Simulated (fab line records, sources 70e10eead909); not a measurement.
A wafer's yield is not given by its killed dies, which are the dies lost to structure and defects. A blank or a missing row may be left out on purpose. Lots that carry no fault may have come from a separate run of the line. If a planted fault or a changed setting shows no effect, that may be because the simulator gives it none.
Matching of chambers    flow nand_harc    4 sister chambers for NHARC_P_CONTACT_ETCH_31 on rie_diel-04
The step etches the open film in CH3F/O2, target depth 30 nm, time 85.7 s. 14 wafers are shown with their chamber, then 7 later ones without.

## EACH WAFER AND ITS CHAMBER
wafer   chamber  drypump_motor_current_A (A)  rf_vpp_V (V)  oes_product_au (a.u.)
L171.3  0        5.3                          246.5         0.983
L171.4  2        5.3                          243.4         0.992
L171.5  2        5.3                          244.9         0.995
L173.1  3        6.5                          245.2         0.987
L173.5  1        5.2                          246.6         0.978
L173.6  0        5.4                          246.3         0.988
L176.2  0        5.4                          247.2         0.983
L176.3  2        5.3                          245.5         0.971
L176.4  1        5.2                          247.3         0.991
L175.2  3        6.5                          244.8         0.983
L175.4  2        5.3                          246.1         0.992
L175.6  3        6.5                          244.6         0.996
L182.2  2        5.3                          244.8         0.979
L182.3  0        5.3                          246.0         0.977

SIGNATURES (averages over the wafers above)
reading                  chamber 0  chamber 1  chamber 2  chamber 3  scatter within a chamber
drypump_motor_current_A  5.350      5.200      5.300      6.500      0.0316
rf_vpp_V                 246.500    246.950    244.940    244.867    0.726
oes_product_au           0.98275    0.98450    0.98580    0.98867    0.00813
Rule: for a wafer and a chamber, the distance is found by dividing, reading by reading, the gap between the wafer's reading and the chamber's mean by the reading's scatter, squaring, summing and taking the root. If the next closest chamber is less than 2 further off than the closest, the wafer can't be placed; otherwise it belongs to the closest. The scatter: take each reading less its chamber's mean, square it, sum over the shown wafers, divide by the number of wafers less the number of chambers, and take the root.

## WAFERS WITH NO CHAMBER GIVEN
wafer   drypump_motor_current_A (A)  rf_vpp_V (V)  oes_product_au (a.u.)
L182.5  5.3                          246.5         0.975
L184.1  5.3                          244.6         0.986
L184.5  5.4                          246.2         0.986
L184.6  6.5                          243.7         0.992
L189.1  5.4                          245.3         0.975
L189.2  5.2                          246.7         0.978
L189.3  5.3                          243.8         0.973

## WHICH CHAMBER EACH WENT THROUGH
wafer   from the rows above           in truth
L182.5  can't be placed: 0 or 2 or 1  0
L184.1  2                             2
L184.5  can't be placed: 0 or 2       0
L184.6  3                             3
L189.1  can't be placed: 0 or 2       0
L189.2  1                             1
L189.3  can't be placed: 2 or 0       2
Correctly placed: 3 of 7. These rows do not allow placing 4 (true chamber among the candidates in 4). Wrongly placed: 0.
